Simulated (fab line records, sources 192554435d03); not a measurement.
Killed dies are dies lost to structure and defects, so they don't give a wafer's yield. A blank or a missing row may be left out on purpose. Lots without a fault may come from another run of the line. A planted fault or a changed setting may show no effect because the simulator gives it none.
Chamber matching | flow n5_finfet | N5_PMOS_HMC_CHANNEL_EPI_ETCH_38 on rie_si-04: 4 sister chambers
The step etches SiO2 in CF4, target depth 1.5 nm. 16 wafers are shown with their chamber, then 8 later ones without.

WAFERS WITH THEIR CHAMBER
wafer  | chamber | drypump_motor_current_A (A) | throttle_valve_pct (%) | oes_product_au (a.u.)
L078.1 | 2       | 5.1                         | 21.78                  | 1.016
L078.3 | 0       | 5.8                         | 21.98                  | 0.965
L078.6 | 0       | 5.8                         | 21.99                  | 0.969
L081.2 | 0       | 5.8                         | 22.00                  | 0.967
L081.3 | 1       | 5.8                         | 21.61                  | 1.008
L081.5 | 0       | 5.8                         | 21.99                  | 0.965
L085.3 | 3       | 5.1                         | 21.54                  | 0.996
L085.4 | 2       | 5.1                         | 21.78                  | 1.020
L085.6 | 1       | 5.8                         | 21.62                  | 0.999
L086.1 | 2       | 5.0                         | 21.77                  | 1.014
L086.3 | 3       | 5.1                         | 21.53                  | 0.982
L086.4 | 0       | 5.8                         | 21.99                  | 0.963
L088.1 | 0       | 5.8                         | 22.00                  | 0.966
L088.3 | 2       | 5.1                         | 21.80                  | 1.014
L088.5 | 3       | 5.1                         | 21.53                  | 0.988
L094.1 | 0       | 5.8                         | 21.98                  | 0.967

SIGNATURES (means of the wafers above)
reading                 | chamber 0 | chamber 1 | chamber 2 | chamber 3 | scatter within a chamber
drypump_motor_current_A | 5.800     | 5.800     | 5.075     | 5.100     | 0.025
throttle_valve_pct      | 21.9900   | 21.6150   | 21.7825   | 21.5333   | 0.00909
oes_product_au          | 0.96600   | 1.00350   | 1.01600   | 0.98867   | 0.00393
Rule: a wafer's distance from a chamber is the root of the sum, over the readings, of the square of ((its reading less the chamber's mean) divided by the reading's scatter). The wafer belongs to the nearest chamber; if the next one is less than 2 further off, it can't be placed. The scatter: the root of (the sum of the squares of (reading less its chamber's mean) over the shown wafers, divided by (wafers less chambers)).

WAFERS WITHOUT THEIR CHAMBER
wafer  | drypump_motor_current_A (A) | throttle_valve_pct (%) | oes_product_au (a.u.)
L094.4 | 5.1                         | 21.55                  | 0.995
L094.6 | 5.8                         | 21.61                  | 1.002
L096.1 | 5.1                         | 21.54                  | 0.985
L096.3 | 5.8                         | 21.61                  | 1.002
L096.4 | 5.8                         | 21.63                  | 0.994
L097.2 | 5.8                         | 21.99                  | 0.965
L097.5 | 5.1                         | 21.79                  | 1.005
L097.6 | 5.1                         | 21.54                  | 0.975

WHICH CHAMBER EACH WENT THROUGH
wafer  | from the rows above | in truth
L094.4 | 3                   | 3
L094.6 | 1                   | 1
L096.1 | 3                   | 3
L096.3 | 1                   | 1
L096.4 | 1                   | 1
L097.2 | 0                   | 0
L097.5 | 2                   | 2
L097.6 | 3                   | 3
Placed correctly: 8 of 8. Can't be placed from these rows: 0. Placed wrongly: 0.
